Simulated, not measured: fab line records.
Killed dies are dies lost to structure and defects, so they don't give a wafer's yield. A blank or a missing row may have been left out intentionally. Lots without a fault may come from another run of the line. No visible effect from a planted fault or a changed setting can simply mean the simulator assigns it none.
Which tool did it? -- flow n5Finfet -- 36 wafers from 12 lots sampled at 3 of the route's 1938 steps

== WHAT THE GAUGES SHOWED, per wafer ==
N5_BEOL_M13_OVL_MEAS_29.
lot,measured,on,M13_OVL (nm)
L074,day 12 19:20,overlay-01,-2 -2 1
L077,day 13 00:18,overlay-02,1 -3 -1
L079,day 13 13:28,overlay-01,-3 0 -3
L081,day 13 22:50,overlay-02,-4 -10 -3
L083,day 14 09:29,overlay-02,2 1 10
L085,day 14 14:39,overlay-01,2 -3 1
L088,day 15 16:20,overlay-01,0 -1 -6
L091,day 16 01:53,overlay-02,4 -9 -6
L090,day 17 00:41,overlay-02,-3 -1 1
L092,day 17 16:47,overlay-02,-7 -9 1
L094,day 18 10:26,overlay-01,-1 1 -6
L097,day 18 12:46,overlay-01,3 9 3

== EACH LOT AND THE TOOL THAT RAN IT (in order: tool; ch and the chambers of the sampled wafers; start) ==
lot,N5_BEOL_M11_ETCH_65,N5_BEOL_M11_VIA_ETCH_34
L074,"rieDiel-02 ch 1,2, day 12 00:43","rieDiel-02 ch 1,2, day 12 00:54"
L077,"rieDiel-03 ch 0,2,3, day 12 11:11","rieDiel-03 ch 0,2,3, day 12 11:22"
L079,"rieDiel-03 ch 1,2,3, day 13 03:09","rieDiel-03 ch 1,2,3, day 13 03:19"
L081,"rieDiel-01 ch 0,2,3, day 13 10:46","rieDiel-01 ch 0,2,3, day 13 10:57"
L083,"rieDiel-03 ch 2,3, day 13 19:44","rieDiel-03 ch 2,3, day 13 19:55"
L085,"rieDiel-02 ch 1,3, day 14 01:38","rieDiel-02 ch 1,3, day 14 01:49"
L088,"rieDiel-02 ch 1,2, day 15 05:44","rieDiel-02 ch 1,2, day 15 05:55"
L091,"rieDiel-03 ch 0,2, day 15 12:04","rieDiel-03 ch 0,2, day 15 12:15"
L090,"rieDiel-03 ch 0,1,2, day 16 14:31","rieDiel-03 ch 0,1,2, day 16 14:41"
L092,"rieDiel-01 ch 0,2,3, day 17 02:05","rieDiel-01 ch 0,2,3, day 17 02:16"
L094,"rieDiel-01 ch 1,2,3, day 18 01:20","rieDiel-01 ch 1,2,3, day 18 01:31"
L097,"rieDiel-03 ch 1,2, day 18 02:15","rieDiel-03 ch 1,2, day 18 02:25"
- N5_BEOL_M11_ETCH_65: etches SiARC in CF4, target depth 39 nm, time 65 s.
- N5_BEOL_M11_VIA_ETCH_34: etches SiCOH lowk in C4F6/O2, target depth 184.5 nm, time 69.2 s.

== THE ANSWER, worked out from the rows above alone ==
Rule: the lots themselves supply what counts as usual. The widest of any qualifying gaps counts: lots, ordered by their means at a reading, are off when they make up no more than a third of the lots, leave a main group of 4 or more, and stand apart from it by 3 or more times the standard deviation of that group's means. A main group whose means are all the same, to the digits that the tables above print for the reading, isn't used. A lot without any number at a reading at which 4 lots or more have one is off too. Where the step has rows for the other lots, those lots are counted as sound.
None of the lots is off at any reading shown; this tells nothing.

== WHAT THE SIMULATOR PUT IN ==
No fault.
